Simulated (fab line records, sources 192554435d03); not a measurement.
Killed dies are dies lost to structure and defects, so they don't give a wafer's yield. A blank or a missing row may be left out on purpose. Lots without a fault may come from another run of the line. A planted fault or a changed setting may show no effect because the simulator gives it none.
Which tool did it? | flow n5_finfet | 6 lots, 18 wafers sampled, at 3 steps of a route of 1938

WHAT THE GAUGES READ, wafer by wafer
N5_MIM_BOT_LITHO_OVL_MEAS_11.
lot  | measured     | on         | MIM_BOT_OVL (nm)
L307 | day 14 16:31 | overlay-02 | 2 5 1
L309 | day 15 01:59 | overlay-02 | -1 -9 -5
L310 | day 15 19:56 | overlay-02 | 6 0 4
L314 | day 15 23:40 | overlay-02 | 6 5 -1
L316 | day 16 21:25 | overlay-02 | -6 -3 0
L324 | day 20 14:40 | overlay-01 | -8 -5 -2

WHICH TOOL RAN EACH LOT (tool, then ch and the chambers of the sampled wafers, then the start)
lot  | N5_BEOL_M4_SPUTTER_79        | N5_MIM_TOP_ETCH_PECVD_03
L307 | pvd_sputter-02, day 10 16:32 | pecvd-04 ch 0,1, day 14 16:08
L309 | pvd_sputter-01, day 11 08:28 | pecvd-01 ch 0,1, day 15 01:36
L310 | pvd_sputter-01, day 11 14:22 | pecvd-04 ch 0,1,2, day 15 19:26
L314 | pvd_sputter-03, day 11 23:08 | pecvd-01 ch 1,2, day 15 23:10
L316 | pvd_sputter-02, day 12 23:23 | pecvd-04 ch 0,1, day 16 20:54
L324 | pvd_sputter-01, day 16 01:53 | pecvd-02 ch 1,2, day 20 14:16
- N5_BEOL_M4_SPUTTER_79: material Cu, target thk 4.5 nm, time 8.29 s.
- N5_MIM_TOP_ETCH_PECVD_03: deposits SiNx from SiH4/NH3/N2, target thk 20 nm, time 17.6 s.

THE ANSWER, worked out from the rows above alone
Rule: what is usual is taken from the lots themselves. Put in order of their means at a reading, lots are off if they are a third of the lots or fewer, leave a main group of 4 or more, and stand apart from it by a gap of 3 or more times the standard deviation of the main group's means; of several such gaps the widest counts. A main group whose means are all the same, to the digits that the tables above print for the reading, isn't used. A lot without any number at a reading at which 4 lots or more have one is off too. The other lots that the step has rows for count as sound.
No lot is off at any reading shown: from this, nothing can be told.

WHAT THE SIMULATOR HAD PUT IN
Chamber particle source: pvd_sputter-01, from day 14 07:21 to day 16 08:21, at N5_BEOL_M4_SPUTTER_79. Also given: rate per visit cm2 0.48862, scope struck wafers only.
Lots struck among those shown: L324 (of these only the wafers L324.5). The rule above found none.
